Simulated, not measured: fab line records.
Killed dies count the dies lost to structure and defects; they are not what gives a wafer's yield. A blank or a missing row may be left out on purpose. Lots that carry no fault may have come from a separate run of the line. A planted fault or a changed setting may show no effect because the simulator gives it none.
One fault through the eyes of 2 desks + flow n5 finfet + each desk holds nothing but its own numbers, with what lay behind them at the end

## AT THE METROLOGY DESK
Lot by lot, what the gauges showed, no matter which tool ran the lot: averages of those sampled wafers that carry a number. The brackets show how far a lot's mean lies from the usual mean; more than 4 standard deviations puts the lot out of limits, marked OUT. Readings shown: 7 out of 12 (the first out of limits, and those lying furthest out on some lot).
Columns: A = cd nm at N5_FIN_SAQP_CD_MEAS_16, usual 35.6 nm; B = DIBL_N at N5_BEOL_M4_RC_MEAS_101, usual 36.2 mV/V; C = DIBL_P at N5_BEOL_M4_RC_MEAS_101, usual 36.5 mV/V; D = IOFF_P at N5_BEOL_M4_RC_MEAS_101, usual 0.22 nA/um; E = ION_P at N5_BEOL_M4_RC_MEAS_101, usual 463 uA/um; F = SS_P at N5_BEOL_M4_RC_MEAS_101, usual 73.4 mV/dec; G = VT_P at N5_BEOL_M4_RC_MEAS_101, usual -250 mV
| lot  | first seen here | A               | B    | C    | D    | E   | F    | G    |
|------|-----------------|-----------------|------|------|------|-----|------|------|
| L202 | day 1 22:13     | 35.8            | 34.8 | 35.5 | 0.21 | 461 | 73.0 | -250 |
| L204 | day 2 09:59     | 35.6            | 34.4 | 33.7 | 0.19 | 457 | 73.1 | -251 |
| L205 | day 2 15:47     | 35.9            | 37.4 | 37.8 | 0.22 | 459 | 74.2 | -252 |
| L206 | day 2 21:38     | 35.4            | 34.2 | 35.2 | 0.18 | 456 | 72.8 | -252 |
| L208 | day 3 09:22     | 35.7            | 36.2 | 36.8 | 0.24 | 465 | 74.2 | -248 |
| L210 | day 3 22:17     | 35.5            | 32.8 | 31.5 | 0.14 | 443 | 72.2 | -258 |
| L212 | day 4 10:24     | 35.6            | 34.9 | 37.5 | 0.23 | 462 | 72.8 | -248 |
| L218 | day 5 22:44     | 34.0 (-4.7) OUT | 35.3 | 35.5 | 0.18 | 464 | 72.8 | -252 |
| L219 | day 6 03:26     | 34.9            | 37.5 | 37.4 | 0.22 | 461 | 74.1 | -249 |
| L221 | day 6 17:21     | 34.2 (-4.2) OUT | 34.5 | 34.5 | 0.24 | 466 | 73.1 | -244 |
| L224 | day 7 10:35     | 35.5            | 38.5 | 38.1 | 0.25 | 462 | 75.0 | -250 |
This desk finds L218, L221 out of limits, L218 being first, at day 5 22:44 (cd nm at N5_FIN_SAQP_CD_MEAS_16). L202, L204, L205, L206, L208, L210, L212, L219, L224: within limits.

## DESK OF THE TOOL OWNER: arfi scanner-03
The tool's own readings at N5_FIN_SAQP_EXPOSE_13 (exposes mask FIN CORE, target cd 35.6 nm): means of the sampled wafers that have a number, for each lot that ran on this tool. The brackets show how far a lot's mean lies from the usual mean; more than 4 standard deviations puts the lot out of limits, marked OUT.
Columns: A = stage vel mm s at N5_FIN_SAQP_EXPOSE_13, usual 500.01 mm/s
| lot  | first seen here | A      |
|------|-----------------|--------|
| L205 | day 2 15:40     | 500.11 |
| L210 | day 3 22:10     | 499.75 |
| L212 | day 4 10:17     | 499.65 |
| L218 | day 5 22:38     | 500.01 |
| L219 | day 6 03:19     | 500.08 |
| L221 | day 6 17:14     | 500.04 |
Result from this desk: across the 6 lots, nothing is out of limits.

## BROUGHT TOGETHER
An alarm was possible from the metrology desk at day 5 22:44, on L218, L221.
Nothing out of limits was seen by the tool owner's desk.
On record at the tool owner's desk: L218, L221, within its limits.
N5_FIN_SAQP_EXPOSE_13 was run on arfi scanner-03 by each of the lots named.

## WHAT HAD BEEN PUT IN BY THE SIMULATOR
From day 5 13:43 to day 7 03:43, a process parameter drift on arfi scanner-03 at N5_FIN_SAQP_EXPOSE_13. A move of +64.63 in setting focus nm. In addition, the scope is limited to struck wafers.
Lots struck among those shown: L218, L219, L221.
Delay in hours, fault start to first out-of-limits reading, per desk: metrology desk 9.
